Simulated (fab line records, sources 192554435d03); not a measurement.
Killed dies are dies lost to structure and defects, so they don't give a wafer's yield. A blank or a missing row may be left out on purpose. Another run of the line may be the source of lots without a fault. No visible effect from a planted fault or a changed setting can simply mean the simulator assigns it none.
Chamber matching | flow n5_finfet | rie_diel-05 running N5_BEOL_M0_STRIP_142: 4 sister chambers
The step strips in N2/H2, time 10 s. 4 wafers are shown with their chamber, then 12 later ones without.

== WAFERS PAIRED WITH THEIR CHAMBERS ==
wafer  | chamber | showerhead_plenum_p_Torr (Torr)
L081.3 | 0       | 2.65
L084.1 | 1       | 2.47
L084.2 | 3       | 2.39
L084.4 | 2       | 2.71

== WAFERS MISSING THEIR CHAMBER ==
wafer  | showerhead_plenum_p_Torr (Torr)
L086.1 | 2.65
L086.2 | 2.39
L086.4 | 2.70
L088.3 | 2.38
L088.4 | 2.70
L088.5 | 2.70
L092.1 | 2.47
L092.2 | 2.64
L092.5 | 2.38
L093.3 | 2.47
L093.4 | 2.47
L093.6 | 2.64

== WHICH CHAMBER EACH WENT THROUGH ==
wafer  | from the rows above | in truth
L086.1 | 0                   | 0
L086.2 | 3                   | 3
L086.4 | 2                   | 2
L088.3 | 3                   | 3
L088.4 | 2                   | 2
L088.5 | 2                   | 2
L092.1 | 1                   | 1
L092.2 | 0                   | 0
L092.5 | 3                   | 3
L093.3 | 1                   | 1
L093.4 | 1                   | 1
L093.6 | 0                   | 0
Correct placement for 12 of the 12. Not placeable from these rows: 0. Placed wrongly: 0.
How it was worked out, from the rows above alone: a wafer's distance from a chamber is the root of the sum, over the readings, of the square of ((its reading less the chamber's mean) divided by the reading's scatter). The wafer belongs to the nearest chamber; if the next one is less than 2 further off, it can't be placed. Each chamber's mean is taken over the wafers shown for it. The scatter: with one shown wafer a chamber, the root of the mean of the squares of how far each hidden wafer lies from its nearest shown one.
